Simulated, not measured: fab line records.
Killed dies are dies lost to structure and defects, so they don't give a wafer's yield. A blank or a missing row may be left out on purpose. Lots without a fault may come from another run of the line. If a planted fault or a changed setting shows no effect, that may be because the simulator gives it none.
Chamber matching || flow n5 finfet || N5_BEOL_M5_ETCH_68 on rie diel-02 has 4 sister chambers
The step etches SOC in N2/H2, target depth 80 nm, overetch 16 nm, time 120 s. 8 wafers are shown with their chamber, then 8 later ones without.

== EACH WAFER AND ITS CHAMBER ==
{"wafer": "L084.6", "chamber": 2, "showerhead plenum p Torr (Torr)": 2.51, "throttle valve pct (%)": 17.93}
{"wafer": "L090.1", "chamber": 1, "showerhead plenum p Torr (Torr)": 2.63, "throttle valve pct (%)": 17.93}
{"wafer": "L090.2", "chamber": 2, "showerhead plenum p Torr (Torr)": 2.51, "throttle valve pct (%)": 17.95}
{"wafer": "L090.4", "chamber": 3, "showerhead plenum p Torr (Torr)": 2.44, "throttle valve pct (%)": 18.15}
{"wafer": "L087.2", "chamber": 3, "showerhead plenum p Torr (Torr)": 2.44, "throttle valve pct (%)": 18.14}
{"wafer": "L087.3", "chamber": 0, "showerhead plenum p Torr (Torr)": 2.54, "throttle valve pct (%)": 18.18}
{"wafer": "L087.4", "chamber": 1, "showerhead plenum p Torr (Torr)": 2.62, "throttle valve pct (%)": 17.92}
{"wafer": "L089.2", "chamber": 0, "showerhead plenum p Torr (Torr)": 2.53, "throttle valve pct (%)": 18.15}

== WAFERS MISSING THEIR CHAMBER ==
{"wafer": "L089.4", "showerhead plenum p Torr (Torr)": 2.44, "throttle valve pct (%)": 18.14}
{"wafer": "L089.5", "showerhead plenum p Torr (Torr)": 2.53, "throttle valve pct (%)": 18.18}
{"wafer": "L094.2", "showerhead plenum p Torr (Torr)": 2.50, "throttle valve pct (%)": 17.59}
{"wafer": "L094.3", "showerhead plenum p Torr (Torr)": 2.53, "throttle valve pct (%)": 18.19}
{"wafer": "L094.4", "showerhead plenum p Torr (Torr)": 2.44, "throttle valve pct (%)": 18.19}
{"wafer": "L097.2", "showerhead plenum p Torr (Torr)": 2.43, "throttle valve pct (%)": 18.18}
{"wafer": "L097.4", "showerhead plenum p Torr (Torr)": 2.53, "throttle valve pct (%)": 18.18}
{"wafer": "L097.6", "showerhead plenum p Torr (Torr)": 2.62, "throttle valve pct (%)": 17.94}

== WHICH CHAMBER EACH WENT THROUGH ==
{"wafer": "L089.4", "from the rows above": 3, "in truth": 3}
{"wafer": "L089.5", "from the rows above": 0, "in truth": 0}
{"wafer": "L094.2", "from the rows above": 2, "in truth": 2}
{"wafer": "L094.3", "from the rows above": 0, "in truth": 0}
{"wafer": "L094.4", "from the rows above": 3, "in truth": 3}
{"wafer": "L097.2", "from the rows above": 3, "in truth": 3}
{"wafer": "L097.4", "from the rows above": 0, "in truth": 0}
{"wafer": "L097.6", "from the rows above": 1, "in truth": 1}
Correctly placed: 8 of 8. From these rows, 0 cannot be placed. Wrongly placed: 0.
How it was worked out, from the rows above alone: a wafer's distance from a chamber is the root of the sum, over the readings, of the square of ((its reading less the chamber's mean) divided by the reading's scatter). The wafer belongs to the nearest chamber; if the next one is less than 2 further off, it can't be placed. A chamber's mean is the mean of its shown wafers. How the scatter is found: for the shown wafers, subtract from each reading the mean of its chamber, square and add these, divide the total by (wafers less chambers), then take the root.
